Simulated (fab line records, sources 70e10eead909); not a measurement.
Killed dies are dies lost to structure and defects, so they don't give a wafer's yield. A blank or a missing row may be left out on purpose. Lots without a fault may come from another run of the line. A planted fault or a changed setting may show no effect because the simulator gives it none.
Chamber matching | flow nand_harc | NHARC_P_M1_DEP_33 on pecvd-04: 3 sister chambers
The step deposits SiCN, target thk 30 nm. 6 wafers are shown with their chamber, then 10 later ones without.

WAFERS WITH THEIR CHAMBER
wafer  | chamber | heater_power_w (W)
L080.6 | 0       | 626
L082.2 | 0       | 500
L088.1 | 2       | 626
L088.5 | 1       | 515
L091.1 | 2       | 618
L091.3 | 1       | 438

WAFERS WITHOUT THEIR CHAMBER
wafer  | heater_power_w (W)
L091.4 | 441
L091.2 | 566
L091.5 | 564
L091.6 | 660
L094.1 | 429
L094.2 | 558
L094.6 | 571
L097.2 | 601
L097.4 | 671
L097.6 | 682

WHICH CHAMBER EACH WENT THROUGH
wafer  | from the rows above          | in truth
L091.4 | can't be placed: 1 or 0      | 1
L091.2 | can't be placed: 0 or 2 or 1 | 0
L091.5 | can't be placed: 0 or 2 or 1 | 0
L091.6 | can't be placed: 2 or 0      | 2
L094.1 | can't be placed: 1 or 0      | 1
L094.2 | can't be placed: 0 or 2 or 1 | 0
L094.6 | can't be placed: 0 or 2 or 1 | 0
L097.2 | can't be placed: 2 or 0 or 1 | 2
L097.4 | can't be placed: 2 or 0      | 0
L097.6 | can't be placed: 2 or 0      | 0
Placed correctly: 0 of 10. Can't be placed from these rows: 10 (the true chamber is among the candidates in 10). Placed wrongly: 0.
How it was worked out, from the rows above alone: a wafer's distance from a chamber is the root of the sum, over the readings, of the square of ((its reading less the chamber's mean) divided by the reading's scatter). The wafer belongs to the nearest chamber; if the next one is less than 2 further off, it can't be placed. A chamber's mean is the mean of its shown wafers. The scatter: the root of (the sum of the squares of (reading less its chamber's mean) over the shown wafers, divided by (wafers less chambers)).
